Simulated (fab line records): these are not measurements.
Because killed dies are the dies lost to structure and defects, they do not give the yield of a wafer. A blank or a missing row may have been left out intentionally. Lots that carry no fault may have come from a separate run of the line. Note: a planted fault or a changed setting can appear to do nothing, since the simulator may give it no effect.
3 desks, one fault | flow n5Finfet | only its own numbers are on each desk; what lay behind them is given at the end

THE TOOL OWNER'S DESK: rieMetal-01
The tool's own readings at N5_BEOL_M8_HM_OPEN_17 (chemistry Cl2/BCl3, target TiN, target depth 20 nm, overetch 6 nm): means of the sampled wafers that have a number, for each lot that ran on this tool. The brackets show how far a lot's mean lies from the usual mean; more than 4 standard deviations puts the lot out of limits, marked OUT.
Columns: A = drypumpMotorCurrentA at N5_BEOL_M8_HM_OPEN_17, usual 6.0 A; B = oesProductAu at N5_BEOL_M8_HM_OPEN_17, usual 0.63 a.u.; C = throttleValvePct at N5_BEOL_M8_HM_OPEN_17, usual 22.36 %
lot  | first seen here | A   | B    | C
L798 | day 9 15:28     | 5.7 | 0.64 | 22.43
L801 | day 10 19:52    | 5.9 | 0.67 | 22.42
L800 | day 10 22:00    | 5.9 | 0.65 | 22.43
L812 | day 14 01:42    | 6.0 | 0.64 | 22.45
L816 | day 14 19:25    | 5.9 | 0.64 | 22.43
This desk found nothing out of limits on any of the 5 lots.

THE DEFECT DESK
Counts from the inspections along the route, per lot, as means over the sampled wafers that have a number. The brackets show how far a lot's mean lies from the usual mean; more than 4 standard deviations puts the lot out of limits, marked OUT.
Columns: A = rawDefectCount at N5_BEOL_M8_INSPECT_30, usual 420
lot  | first seen here | A
L796 | day 10 01:57    | 457
L798 | day 10 02:00    | 307
L801 | day 10 20:49    | 457
L800 | day 10 22:46    | 325
L804 | day 11 20:43    | 365
L805 | day 12 05:03    | 387
L812 | day 14 02:22    | 778 (+4.2) OUT
L815 | day 14 21:05    | 370
L816 | day 14 21:09    | 707
L818 | day 15 15:05    | 521
This desk finds L812 out of limits, L812 being first, at day 14 02:22 (rawDefectCount at N5_BEOL_M8_INSPECT_30). In limits: L796, L798, L801, L800, L804, L805, L815, L816, L818.

THE METROLOGY DESK
Means of the sampled wafers that have a number, per lot and without regard to the tool the lot ran on: this is what the gauges read. The brackets show how far a lot's mean lies from the usual mean; more than 4 standard deviations puts the lot out of limits, marked OUT.
Columns: A = M8_ILD_THK at N5_BEOL_M8_THK_MEAS_01, usual 154.8 nm
lot  | first seen here | A
L796 | day 9 13:08     | 154.7
L798 | day 9 14:06     | 152.7
L801 | day 10 18:07    | 155.5
L800 | day 10 18:25    | 152.4
L804 | day 11 17:59    | 155.9
L805 | day 12 00:55    | 155.9
L812 | day 14 00:15    | 154.1
L816 | day 14 16:14    | 155.5
L815 | day 14 16:27    | 154.8
L818 | day 15 12:36    | 154.0
This desk found nothing out of limits on any of the 10 lots.

PUT TOGETHER
The defect desk could have raised an alarm at day 14 02:22, on L812.
The desk of the tool owner found nothing out of limits.
At the metrology desk, nothing out of limits was observed.
On record at the tool owner's desk: L812, within its limits.
The metrology desk has L812 on record, within its limits.
The lots listed all ran N5_BEOL_M8_HM_OPEN_17 on rieMetal-01.

WHAT THE SIMULATOR HAD PUT IN
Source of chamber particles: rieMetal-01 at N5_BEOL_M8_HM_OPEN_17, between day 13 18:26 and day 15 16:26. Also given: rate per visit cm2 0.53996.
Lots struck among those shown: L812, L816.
Hours from the fault's start to each desk's first reading out of limits: the defect desk, 8.
